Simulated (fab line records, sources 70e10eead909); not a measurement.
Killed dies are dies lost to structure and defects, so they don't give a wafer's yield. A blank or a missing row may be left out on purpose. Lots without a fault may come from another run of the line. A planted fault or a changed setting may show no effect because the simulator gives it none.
A struck lot beside a sound one | flow nand_harc | 17 steps out of a route of 1302
Sound: wafers L402.1, L402.2, L402.5. Struck: wafers L416.1, L416.2, L416.3. The cause comes at the end.
At each step with rows: each side's tool, then ch and its chambers, then its first start. Under that, the readings that differ: sound wafers | struck wafers | difference of the means | sigmas: that difference in standard deviations of wafers without a fault.
alike: readings whose means differ by less than 2 such deviations, and words and numbers that are the same on both sides. not compared: withheld readings, readings that some wafer has no value for, bounds like >300 that may hide the same value, and numbers for which the record gives no deviation and whose values overlap.
The two part at a step that has a row with sigmas, a row that says differs or no value, or rows on one side only. Numbers that don't overlap but have no deviation are shown without sigmas and don't part them. A reading that every wafer of one side lacks parts them only if that side has two wafers or more.

first, 1 step without rows for these wafers: NHARC_P_ZERO_WELL_HARDBAKE_12 (time 65 s).
NHARC_P_ZERO_WELL_DESCUM_13: chemistry O2, time 3 s.
  sound on rie_diel-06 ch 2,3, day 3 23:31; struck on rie_diel-06 ch 1,2,3, day 9 19:23
  alike: chamber_pressure_mTorr, drypump_motor_current_A, oes_product_au, rf_vpp_V, showerhead_plenum_p_Torr, throttle_valve_pct
  not compared: rf_hours_counter_h
NHARC_P_ZERO_WELL_ETCH_65: etches the open film in N2/H2, target depth 80 nm, overetch 24 nm, time 87.88 s.
  sound on rie_diel-06 ch 2,3, day 3 23:43; struck on rie_diel-06 ch 1,2,3, day 9 19:29
  reading                        | sound             | struck            | difference | sigmas
  chamber_pressure_mTorr (mTorr) | 29.98 30.10 30.04 | 29.99 29.95 29.96 | -0.07      | -2
  alike: drypump_motor_current_A, oes_product_au, rf_vpp_V, showerhead_plenum_p_Torr, throttle_valve_pct
  not compared: rf_hours_counter_h
NHARC_P_ZERO_WELL_ETCH_62: etches the open film in CHF3/Ar, target depth 13 nm, time 6.5 s.
  sound on rie_diel-06 ch 2,3; struck on rie_diel-06 ch 0,1,2
  reading                        | sound                | struck               | difference | sigmas
  chamber_pressure_mTorr (mTorr) | 25.009 25.037 25.043 | 24.985 24.999 24.942 | -0.054     | -2
  alike: drypump_motor_current_A, oes_product_au, rf_vpp_V, showerhead_plenum_p_Torr, throttle_valve_pct
  not compared: rf_hours_counter_h
NHARC_P_ZERO_WELL_ETCH_63: etches the open film in HBr/Cl2, target depth 120 nm, time 40.1 s.
  sound on rie_si-05 ch 0,1,2, day 3 23:55; struck on rie_si-02 ch 0,2,3, day 9 19:39
  alike: chamber_pressure_mTorr, drypump_motor_current_A, he_backside_leak_sccm, oes_product_au, throttle_valve_pct
  not compared: rf_hours_counter_h
then, 7 steps without rows for these wafers: NHARC_P_ZERO_WELL_STRIP_15 (strips in SPM, time 900 s); NHARC_P_ZERO_WELL_DEHYDRATE_16 (time 120 s); NHARC_P_ZERO_WELL_HMDS_17 (time 30 s); NHARC_P_ZERO_WELL_COAT_18; NHARC_P_ZERO_WELL_SOFTBAKE_19 (time 95 s); NHARC_P_ZERO_WELL_EBR_20; NHARC_P_ZERO_WELL_EXPOSE_21 (exposes mask P NWELL, target cd 720 nm).
NHARC_P_ZERO_WELL_PEB_22: peb time 85 s.
  sound on litho_track-03 ch 0, day 4 00:44; struck on litho_track-05 ch 0, day 9 20:22
  reading                  | sound                | struck               | difference | sigmas
  heater_power_total_W (W) | 163.76 164.17 164.25 | 176.23 176.94 175.72 | +12.24     | +45
  plate_temp_C (C)         | 117.83 117.89 118.06 | 124.60 124.53 124.42 | +6.59      | +47
then, 1 step without rows for these wafers: NHARC_P_ZERO_WELL_DEVELOP_23 (time 70 s).
NHARC_P_ZERO_WELL_CD_MEAS_24: target cd 720 nm.
  sound on cd_sem-02 ch 0, day 4 00:50; struck on cd_sem-02 ch 0
  reading    | sound             | struck            | difference | sigmas
  cd_nm (nm) | 716.5 719.2 714.9 | 726.1 724.1 724.5 | +8.0       | +5
  not compared: hold
NHARC_P_ZERO_WELL_DESCUM_26: chemistry O2, time 3 s.
  sound on rie_diel-08 ch 1,3, day 4 00:59; struck on rie_diel-07 ch 0,1,3, day 10 01:00
  reading                      | sound             | struck            | difference | sigmas
  model.P_ZERO_WELL.cd_nm (nm) | 716.2 719.3 714.7 | 725.8 724.2 725.2 | +8.3       |
  alike: chamber_pressure_mTorr, drypump_motor_current_A, oes_product_au, rf_vpp_V, showerhead_plenum_p_Torr, throttle_valve_pct
  not compared: rf_hours_counter_h
then, 1 step without rows for these wafers: NHARC_P_ZERO_WELL_IMPLANT_27.

WHERE THEY PART
First at NHARC_P_ZERO_WELL_ETCH_65; last, within this record, at NHARC_P_ZERO_WELL_CD_MEAS_24. Later steps at which nothing parts them and some readings are alike: NHARC_P_ZERO_WELL_DESCUM_26.

WHY: what the simulator had put in
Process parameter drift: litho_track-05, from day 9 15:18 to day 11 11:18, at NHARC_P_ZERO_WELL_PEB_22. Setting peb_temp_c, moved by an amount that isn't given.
